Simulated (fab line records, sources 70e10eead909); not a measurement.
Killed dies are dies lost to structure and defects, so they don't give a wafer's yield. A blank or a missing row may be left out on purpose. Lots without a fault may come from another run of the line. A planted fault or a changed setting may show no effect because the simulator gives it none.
fab line records | flow nand_harc
record lots=6 wafers=18 last_day=33
route steps=1302 shown A_DECK1_JOINT@537 A_ONON_D2@545 END@1302
lots that met no fault: from a run of the same line without faults
start_h: hours from the record's first day to the start of the lot's first wafer shown | wait_h: hours since the lot's step before | " the same as in the row above | L1.1+2: a row that stands for several wafers | - no value, or no start given | * or withheld: withheld | < > ~ a bound
route shown NAME@n: a module of which the file shows steps, and the number in the route of the first | usual: mean/standard deviation of fault-free wafers | same: alike in all rows | chamber/n: place in a boat | sites: the reading at each site | _std_site: their standard deviation | _edge_site: outer sites' mean less inner sites' | radius_mm: how far each site lies from the wafer's centre | mask NAME#n: copy n | behind: the tool/chamber that last shaped the wafer | hold: why the lot was held/for how many hours/how that ended | device: the transistor (n, p or np) that didn't switch | end of line: the same wafers' tests at the end of the route | a step without rows: its recipe alone | killed: dies lost to structure and defects at the first sort, not the wafer's yield | map: a wafer's dies, x killed, . not, _ none there
set.NAME: the setting as run; set.NAME@STEP: as run at that earlier step | model.NAME: the simulator's own value behind a step, which no gauge read
lots at some steps of the route; a table a step, a row a wafer
services: from which hour (start_h, from the record's first day; less than 0 if before it) a tool's chamber was out of use, for how many hours, and why
## steps
# step NHARC_A_DECK1_JOINT_ANNEAL_28
# recipe temp_c=500 time_s=1800 idle_temp_c=400 ramp_up_c_per_min=10 densification_p_h2o_torr=640
# step NHARC_A_DECK1_JOINT_ANNEAL_29
# recipe temp_c=750 time_s=1800 idle_temp_c=500 ramp_up_c_per_min=10 ramp_down_c_per_min=3
# step NHARC_A_DECK1_JOINT_CMP_02
# recipe material=SiOx
# usual motor_current_A=11.5/0.87 slurry_filter_dp_kPa=13.49/0.13 slurry_flow_ml_min=149.9/0.44
# columns lot.wafer tool chamber start_h wait_h motor_current_A slurry_filter_dp_kPa slurry_flow_ml_min
L105.3 cmp-02 1 282.68 0.4 10.4 13.58 149.6
L105.6 " 1 " " 10.3 13.54 150.1
L105.5 " 2 " " 10.6 13.45 149.8
L106.1 cmp-01 1 294.28 0.4 10.7 13.27 149.8
L106.4 " 2 " " 10.7 13.29 149.5
L106.2 " 3 " " 12.5 13.62 150.9
L112.2 cmp-01 1 354.82 0.4 10.6 13.48 149.7
L112.4 " 3 " " 12.3 13.67 150.0
L112.6 " 0 " " 12.2 13.49 151.2
L113.2 cmp-02 1 360.59 0.4 10.6 13.58 150.5
L113.3 " 2 " " 11.0 13.59 150.5
L113.6 " 1 " " 10.4 13.34 149.7
L119.2 cmp-03 2 437.89 0.4 14.0 13.61 150.0
L119.1 " 3 " " 11.0 13.63 150.0
L119.3 " 0 " " 11.4 13.39 149.9
L127.1 cmp-02 1 493.06 0.4 10.6 13.44 149.7
L127.3 " 2 " " 11.2 13.81 150.4
L127.6 " 1 " " 10.5 13.43 149.5
# step NHARC_A_DECK1_JOINT_SRD_15
# step NHARC_A_DECK1_JOINT_DEP_16
# recipe target_thk_a=450 temp_c=400 pressure_torr=6.5 rf_w=900 teos_flow_sccm=161.4 flow_sccm=2650 target_thk_nm=45 gas=O2 material=SiO2
# usual heater_power_w=566/110 throttle_valve_pct=15.9/0.79
# columns lot.wafer tool chamber start_h wait_h heater_power_w throttle_valve_pct
L105.3 pecvd-01 2 283.12 0.1 499 15.8
L105.6 " 2 " " 504 15.8
L105.5 " 0 " " 502 14.4
L106.1 pecvd-01 1 294.67 0.1 801 17.0
L106.2 " 2 " " 534 16.1
L106.4 " 2 " " 528 16.0
L112.2 pecvd-01 2 355.19 0.1 542 15.6
L112.6 " 2 " " 538 15.8
L112.4 " 0 " " 448 14.7
L113.3 pecvd-03 0 361.00 0.1 637 16.1
L113.2 " 1 " " 655 16.0
L113.6 " 2 " " 505 15.8
L119.3 pecvd-01 1 438.28 0.1 816 16.1
L119.1 " 2 " " 449 15.7
L119.2 " 0 " " 448 14.8
L127.1 pecvd-02 2 493.45 0.1 514 17.7
L127.3 " 0 " " 569 15.3
L127.6 " 0 " " 566 15.2
# step NHARC_A_DECK1_JOINT_THK_MEAS_17
# recipe thk_meas_gauge=ellipsometry
# usual thk_nm=44.8/1.3
# columns lot.wafer tool chamber start_h wait_h thk_nm
L105.3 film_metro-01 - 283.37 0.2 43.7
L105.5 " - " " 42.7
L105.6 " - " " 43.0
L106.1 film_metro-02 - 294.93 0.2 43.2
L106.2 " - " " 43.3
L106.4 " - " " 45.6
L112.2 film_metro-01 - 355.47 0.3 42.9
L112.4 " - " " 43.3
L112.6 " - " " 44.7
L113.2 film_metro-01 - 361.25 0.2 43.5
L113.3 " - " " 41.9
L113.6 " - " " 43.5
L119.1 film_metro-02 - 438.56 0.2 43.1
L119.2 " - " " 43.7
L119.3 " - " " 45.9
L127.1 film_metro-01 - 493.82 0.3 44.6
L127.3 " - " " 44.2
L127.6 " - " " 45.3
# step NHARC_A_DECK1_JOINT_INSPECT_05
# usual raw_defect_count=354/150
# columns lot.wafer tool chamber start_h wait_h raw_defect_count
L105.3 defect_inspect-02 - 283.41 0.0 330
L105.5 " - " " 311
L105.6 " - " " 374
L106.1 defect_inspect-02 - 294.96 0.0 180
L106.2 " - " " 136
L106.4 " - " " 210
L112.2 defect_inspect-02 - 355.50 0.0 275
L112.4 " - " " 216
L112.6 " - " " 222
L113.2 defect_inspect-01 - 361.29 0.0 420
L113.3 " - " " 259
L113.6 " - " " 366
L119.1 defect_inspect-02 - 438.59 0.0 207
L119.2 " - " " 326
L119.3 " - " " 227
L127.1 defect_inspect-01 - 493.85 0.0 269
L127.3 " - " " 353
L127.6 " - " " 386
# step NHARC_A_ONON_D2_DEP_00
# recipe target_thk_a=10000 n2_flow_sccm=2750 n2o_flow_sccm=2000 nh3_flow_sccm=500 sih4_flow_sccm=210 temp_c=400
# step NHARC_A_ONON_D2_THK_MEAS_02
# recipe thk_meas_gauge=ellipsometry
# usual thk_nm=1001/7.2
# columns lot.wafer tool chamber start_h wait_h thk_nm
L105.3 film_metro-01 - 283.99 - 1003
L105.5 " - " " 1003
L105.6 " - " " 1002
L106.1 film_metro-01 - 295.54 - 994
L106.2 " - " " 993
L106.4 " - " " 995
L112.2 film_metro-01 - 356.09 - 1003
L112.4 " - " " 1006
L112.6 " - " " 1005
L113.2 film_metro-01 - 361.87 - 997
L113.3 " - " " 997
L113.6 " - " " 998
L119.1 film_metro-01 - 439.17 - 996
L119.2 " - " " 994
L119.3 " - " " 996
L127.1 film_metro-02 - 494.43 - 1001
L127.3 " - " " 1000
L127.6 " - " " 1000
# step NHARC_A_ONON_D2_DEP_03
# recipe target_thk_a=10000 n2_flow_sccm=2750 n2o_flow_sccm=2000 nh3_flow_sccm=500 sih4_flow_sccm=210 temp_c=400
# step NHARC_A_ONON_D2_THK_MEAS_05
# recipe thk_meas_gauge=ellipsometry
# usual thk_nm=1006/10
# columns lot.wafer tool chamber start_h wait_h thk_nm
L105.3 film_metro-01 - 284.54 - 994
L105.5 " - " " 992
L105.6 " - " " 992
L106.1 film_metro-02 - 296.11 - 994
L106.2 " - " " 995
L106.4 " - " " 995
L112.2 film_metro-01 - 356.66 - 1020
L112.4 " - " " 1020
L112.6 " - " " 1020
L113.2 film_metro-02 - 362.44 - 1004
L113.3 " - " " 1004
L113.6 " - " " 1007
L119.1 film_metro-02 - 439.74 - 1013
L119.2 " - " " 1015
L119.3 " - " " 1014
L127.1 film_metro-01 - 495.00 - 999
L127.3 " - " " 998
L127.6 " - " " 1000
# step NHARC_A_ONON_D2_DEP_06
# recipe target_thk_a=10000 n2_flow_sccm=2750 n2o_flow_sccm=2000 nh3_flow_sccm=500 sih4_flow_sccm=210 temp_c=400
# columns lot.wafer tool chamber start_h wait_h
L105.3+5+6 pecvd_onon-02 0 284.71 0.2
L106.1+2+4 pecvd_onon-03 0 296.16 0.1
L112.2+4+6 pecvd_onon-02 0 356.78 0.1
L113.2+3+6 pecvd_onon-02 0 362.56 0.1
L119.1+2+3 pecvd_onon-02 0 439.79 0.1
L127.1+3+6 pecvd_onon-03 0 495.05 0.1
# step NHARC_A_ONON_D2_THK_MEAS_08
# recipe thk_meas_gauge=ellipsometry
# usual thk_nm=997/12
# columns lot.wafer tool chamber start_h wait_h hold thk_nm
L105.3 film_metro-02 - 285.13 - - 986
L105.5 " - " " - 985
L105.6 " - " " - 986
L106.1 film_metro-01 - 296.67 - - 1003
L106.2 " - " " - 1006
L106.4 " - " " - 1006
L112.2 film_metro-02 - 357.23 - await_dispo/0.2h/release 1561
L112.4 " - " " await_dispo/0.2h/release 1559
L112.6 " - " " await_dispo/0.2h/release 1561
L112.2 film_metro-02 - 357.41 0.2 - 1557
L112.4 " - " " - 1559
L112.6 " - " " - 1561
L113.2 film_metro-01 - 363.01 - await_dispo/0.2h/release 1537
L113.3 " - " " await_dispo/0.2h/release 1537
L113.6 " - " " await_dispo/0.2h/release 1538
L113.2 film_metro-01 - 363.18 0.2 - 1538
L113.3 " - " " - 1538
L113.6 " - " " - 1537
L119.1 film_metro-01 - 440.31 - - 987
L119.2 " - " " - 987
L119.3 " - " " - 984
L127.1 film_metro-02 - 495.56 - - 1010
L127.3 " - " " - 1008
L127.6 " - " " - 1011
# step NHARC_END_SORT_01
# recipe temp_c=25
# usual defect_limited_yield=89.9/2.7 killed_at_array=64/18 killed_at_other=0.8/1.1 killed_at_periphery=3.8/2.7 killed_dies=68/18 killed_open=3.3/1.9 killed_short=2.3/1.8
# same gross_dies=677
# columns lot.wafer tool chamber start_h wait_h defect_limited_yield[%] killed_at_array killed_at_other killed_at_periphery killed_dies killed_open killed_short
L105.3 prober-02 0 578.49 3.1 87.4 77 2 6 85 2 2
L105.5 prober-02 0 580.08 3.7 89.5 69 0 2 71 2 0
L105.6 prober-02 0 580.88 4.0 87.7 80 1 2 83 3 4
L106.1 prober-02 0 584.70 2.5 92.2 53 0 0 53 3 3
L106.2 prober-02 0 585.50 2.8 92.0 52 0 2 54 2 1
L106.4 prober-02 0 587.10 3.4 92.5 50 0 1 51 2 4
L127.1 prober-02 0 779.02 2.5 95.9 22 0 6 28 5 2
L127.3 prober-02 0 780.62 3.1 95.7 22 0 7 29 0 4
L127.6 prober-02 0 783.01 4.0 93.9 34 0 7 41 3 4
# killed by level:class
L105.3 A_CHANNEL_HOLE_D1:chamber_film_flake=33 A_CHANNEL_HOLE_D2:chamber_film_flake=31 A_CONTACT:chamber_film_flake=5 A_STAIRCASE:chamber_film_flake=3 P_CONTACT:chamber_film_flake=2 THIN_TSV:chamber_film_flake=2 P_M1:geometric_particle:open=1 A_CHANNEL_FILL_D1:geometric_particle:short=1
L105.5 A_CHANNEL_HOLE_D1:chamber_film_flake=32 A_CHANNEL_HOLE_D2:chamber_film_flake=32 A_CONTACT:chamber_film_flake=2 A_CHANNEL_HOLE_D2:geometric_particle:open=1 A_SGD_CUT:geometric_particle:open=1 P_CONTACT:chamber_film_flake=1 P_BONDPAD:chamber_film_flake=1 A_WL_FILL:chamber_film_flake=1
L105.6 A_CHANNEL_HOLE_D1:chamber_film_flake=41 A_CHANNEL_HOLE_D2:chamber_film_flake=28 A_STAIRCASE:chamber_film_flake=4 P_M0:geometric_particle:open=1 A_CHANNEL_FILL_D1:geometric_particle:short=1 A_DECK1_JOINT:geometric_particle:short=1 A_ONON_D2:geometric_particle:short=1 A_WL_FILL:geometric_particle:open=1
L106.1 A_CHANNEL_HOLE_D2:chamber_film_flake=39 A_CHANNEL_HOLE_D1:chamber_film_flake=4 A_ONON_D1:geometric_particle:open=3 A_CONTACT:chamber_film_flake=2 A_ONON_D1:geometric_particle:short=1 A_WL_FILL:geometric_particle:short=1 A_CHANNEL_HOLE_D2:geometric_particle:short=1 A_ZERO_WELL:chamber_film_flake=1
L106.2 A_CHANNEL_HOLE_D2:chamber_film_flake=38 A_STAIRCASE:chamber_film_flake=3 A_CONTACT:chamber_film_flake=3 A_ZERO_WELL:chamber_film_flake=2 A_CHANNEL_HOLE_D1:chamber_film_flake=2 P_GATE:geometric_particle:short=1 A_CONTACT:geometric_particle:open=1 A_M0:geometric_particle:open=1
L106.4 A_CHANNEL_HOLE_D2:chamber_film_flake=35 A_STAIRCASE:chamber_film_flake=3 A_ZERO_WELL:chamber_film_flake=2 A_DECK1_JOINT:chamber_film_flake=2 A_ONON_D1:geometric_particle:short=1 A_ONON_D2:geometric_particle:short=1 A_STAIRCASE:geometric_particle:open=1 A_SGD_CUT:geometric_particle:short=1
L127.1 A_SLIT:chamber_film_flake=6 A_CONTACT:chamber_film_flake=5 A_M0:geometric_particle:open=2 A_ZERO_WELL:chamber_film_flake=2 A_CHANNEL_HOLE_D2:chamber_film_flake=2 P_CONTACT:geometric_particle:open=1 P_CONTACT:geometric_particle:short=1 A_ONON_D1:geometric_particle:open=1
L127.3 P_GATE:chamber_film_flake=6 A_SLIT:chamber_film_flake=5 A_CONTACT:chamber_film_flake=3 A_M1:chamber_film_flake=3 A_WL_FILL:geometric_particle:short=2 A_ZERO_WELL:chamber_film_flake=2 A_CHANNEL_HOLE_D1:chamber_film_flake=2 A_STAIRCASE:chamber_film_flake=2
L127.6 A_SLIT:chamber_film_flake=14 P_GATE:chamber_film_flake=6 A_CONTACT:chamber_film_flake=5 A_M1:chamber_film_flake=5 A_ONON_D1:geometric_particle:short=2 A_CHANNEL_FILL_D1:geometric_particle:short=1 A_CHANNEL_FILL_D1:geometric_particle:open=1 A_CHANNEL_HOLE_D2:geometric_particle:open=1
## services
# columns tool chamber start_h hours kind
cmp-03 - 261.29 4.0 pm
cmp-02 - 272.75 1.3 repair
cmp-01 - 283.69 4.0 pm
cmp-01 - 288.49 3.5 repair
cmp-01 - 303.48 0.7 repair
pecvd-01 - 311.00 13.0 pm
cmp-02 - 314.87 0.3 repair
cmp-02 - 330.56 4.0 pm
cmp-03 - 359.29 4.0 pm
pecvd-03 - 366.18 13.0 pm
pecvd_onon-02 - 366.26 13.0 pm
cmp-03 - 367.76 2.2 repair
cmp-02 - 373.52 1.1 repair
cmp-01 - 376.80 0.9 repair
cmp-01 - 381.69 4.0 pm
cmp-02 - 382.14 1.3 repair
pecvd_onon-03 - 408.01 13.0 pm
cmp-02 - 428.56 4.0 pm
pecvd_onon-02 - 447.27 1.1 repair
cmp-01 - 479.69 4.0 pm
cmp-01 - 487.69 0.6 repair
cmp-02 - 489.57 1.7 repair
pecvd-01 - 492.14 13.0 pm
cmp-02 - 495.31 0.4 repair
## key
first_sign step=NHARC_A_ONON_D2_THK_MEAS_08 reading=visit direction=added
effect step=NHARC_A_ONON_D2_THK_MEAS_08 reading=thk_nm direction=up sigmas=45 usual=997 struck=1549
met_at NHARC_A_ONON_D2_DEP_06
struck_wafers L112.2,L112.4,L112.6,L113.2,L113.3,L113.6
scrapped_behind NHARC_A_ONON_D2_THK_MEAS_08 L112.2,L112.4,L112.6
later_rows_left_out L113.2,L113.3,L113.6
sort_left_out L113.2,L113.3,L113.6
tester_left_out L113
onset_between 284.71 356.78
fault kind=process_parameter_drift tool=pecvd_onon-02 chamber=0 onset_h=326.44 steps=NHARC_A_ONON_D2_DEP_06 channel=target_thk_a offset=* shape=step end_h=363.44 acts_in=* stated=*
# tester_left_out: of these lots the tester's yield and bins aren't shown, on N5 and GAA mostly nor the transistor test; their killed dies are dies lost to structure and defects alone, not to doping, threshold or leakage, so they don't give the yield
# sort_left_out: the simulated sort isn't trusted on such a fault, so these wafers' sort isn't shown, and their yield isn't known
# later_rows_left_out: the simulator's readings of these wafers behind a module that went badly wrong aren't trusted and aren't shown, but for the sort
